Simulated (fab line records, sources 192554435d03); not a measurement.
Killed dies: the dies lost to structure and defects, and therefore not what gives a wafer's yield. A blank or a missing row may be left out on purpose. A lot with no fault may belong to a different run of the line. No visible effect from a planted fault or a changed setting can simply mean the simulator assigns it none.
Matching of chambers :: flow n5Finfet :: N5_ZERO_LAYER_ETCH_17 on rieDiel-04 has 4 sister chambers
The step etches SiO2 in CF4, target depth 12 nm, time 13.3 s. 18 wafers are shown with their chamber, then 9 later ones without.

== WAFERS, EACH WITH ITS CHAMBER ==
wafer: L074.1
chamber: 2
drypumpMotorCurrentA (A): 5.6
showerheadPlenumPTorr (Torr): 2.09
throttleValvePct (%): 15.48

wafer: L074.2
chamber: 1
drypumpMotorCurrentA (A): 5.6
showerheadPlenumPTorr (Torr): 2.22
throttleValvePct (%): 15.66

wafer: L074.5
chamber: 1
drypumpMotorCurrentA (A): 5.6
showerheadPlenumPTorr (Torr): 2.22
throttleValvePct (%): 15.65

wafer: L082.1
chamber: 2
drypumpMotorCurrentA (A): 5.6
showerheadPlenumPTorr (Torr): 2.08
throttleValvePct (%): 15.51

wafer: L082.3
chamber: 0
drypumpMotorCurrentA (A): 6.3
showerheadPlenumPTorr (Torr): 2.12
throttleValvePct (%): 16.08

wafer: L082.5
chamber: 1
drypumpMotorCurrentA (A): 5.6
showerheadPlenumPTorr (Torr): 2.22
throttleValvePct (%): 15.68

wafer: L083.2
chamber: 0
drypumpMotorCurrentA (A): 6.3
showerheadPlenumPTorr (Torr): 2.12
throttleValvePct (%): 16.09

wafer: L083.5
chamber: 1
drypumpMotorCurrentA (A): 5.5
showerheadPlenumPTorr (Torr): 2.22
throttleValvePct (%): 15.69

wafer: L083.6
chamber: 0
drypumpMotorCurrentA (A): 6.3
showerheadPlenumPTorr (Torr): 2.12
throttleValvePct (%): 16.10

wafer: L084.1
chamber: 2
drypumpMotorCurrentA (A): 5.6
showerheadPlenumPTorr (Torr): 2.08
throttleValvePct (%): 15.52

wafer: L084.3
chamber: 3
drypumpMotorCurrentA (A): 5.5
showerheadPlenumPTorr (Torr): 2.17
throttleValvePct (%): 15.53

wafer: L084.6
chamber: 2
drypumpMotorCurrentA (A): 5.6
showerheadPlenumPTorr (Torr): 2.08
throttleValvePct (%): 15.52

wafer: L088.2
chamber: 3
drypumpMotorCurrentA (A): 5.5
showerheadPlenumPTorr (Torr): 2.16
throttleValvePct (%): 15.55

wafer: L088.4
chamber: 2
drypumpMotorCurrentA (A): 5.6
showerheadPlenumPTorr (Torr): 2.08
throttleValvePct (%): 15.53

wafer: L088.6
chamber: 1
drypumpMotorCurrentA (A): 5.6
showerheadPlenumPTorr (Torr): 2.21
throttleValvePct (%): 15.70

wafer: L090.1
chamber: 0
drypumpMotorCurrentA (A): 6.3
showerheadPlenumPTorr (Torr): 2.12
throttleValvePct (%): 16.12

wafer: L090.2
chamber: 2
drypumpMotorCurrentA (A): 5.6
showerheadPlenumPTorr (Torr): 2.08
throttleValvePct (%): 15.54

wafer: L090.6
chamber: 1
drypumpMotorCurrentA (A): 5.6
showerheadPlenumPTorr (Torr): 2.21
throttleValvePct (%): 15.71

SIGNATURES, as means of the wafers listed above
reading: drypumpMotorCurrentA
chamber 0: 6.300
chamber 1: 5.583
chamber 2: 5.600
chamber 3: 5.500
scatter within a chamber: 0.0244

reading: showerheadPlenumPTorr
chamber 0: 2.1200
chamber 1: 2.2167
chamber 2: 2.0817
chamber 3: 2.1650
scatter within a chamber: 0.00436

reading: throttleValvePct
chamber 0: 16.0975
chamber 1: 15.6817
chamber 2: 15.5167
chamber 3: 15.5400
scatter within a chamber: 0.0205
Rule: a wafer's distance from a chamber is the root of the sum, over the readings, of the square of ((its reading less the chamber's mean) divided by the reading's scatter). The wafer belongs to the nearest chamber; if the next one is less than 2 further off, it can't be placed. The scatter: the root of (the sum of the squares of (reading less its chamber's mean) over the shown wafers, divided by (wafers less chambers)).

== WAFERS WHOSE CHAMBER IS MISSING ==
wafer: L093.1
drypumpMotorCurrentA (A): 5.6
showerheadPlenumPTorr (Torr): 2.08
throttleValvePct (%): 15.56

wafer: L093.3
drypumpMotorCurrentA (A): 5.5
showerheadPlenumPTorr (Torr): 2.21
throttleValvePct (%): 15.75

wafer: L093.4
drypumpMotorCurrentA (A): 5.4
showerheadPlenumPTorr (Torr): 2.16
throttleValvePct (%): 15.58

wafer: L094.1
drypumpMotorCurrentA (A): 6.3
showerheadPlenumPTorr (Torr): 2.11
throttleValvePct (%): 16.13

wafer: L094.5
drypumpMotorCurrentA (A): 6.2
showerheadPlenumPTorr (Torr): 2.11
throttleValvePct (%): 16.14

wafer: L094.6
drypumpMotorCurrentA (A): 5.5
showerheadPlenumPTorr (Torr): 2.16
throttleValvePct (%): 15.58

wafer: L096.1
drypumpMotorCurrentA (A): 5.6
showerheadPlenumPTorr (Torr): 2.21
throttleValvePct (%): 15.73

wafer: L096.2
drypumpMotorCurrentA (A): 5.7
showerheadPlenumPTorr (Torr): 2.08
throttleValvePct (%): 15.56

wafer: L096.3
drypumpMotorCurrentA (A): 5.4
showerheadPlenumPTorr (Torr): 2.16
throttleValvePct (%): 15.59

== EACH ONE'S CHAMBER ==
wafer: L093.1
from the rows above: 2
in truth: 2

wafer: L093.3
from the rows above: 1
in truth: 1

wafer: L093.4
from the rows above: 3
in truth: 3

wafer: L094.1
from the rows above: 0
in truth: 0

wafer: L094.5
from the rows above: 0
in truth: 0

wafer: L094.6
from the rows above: 3
in truth: 3

wafer: L096.1
from the rows above: 1
in truth: 1

wafer: L096.2
from the rows above: 2
in truth: 2

wafer: L096.3
from the rows above: 3
in truth: 3
Correct placement for 9 of the 9. Number that these rows cannot place: 0. Placed wrongly: 0.
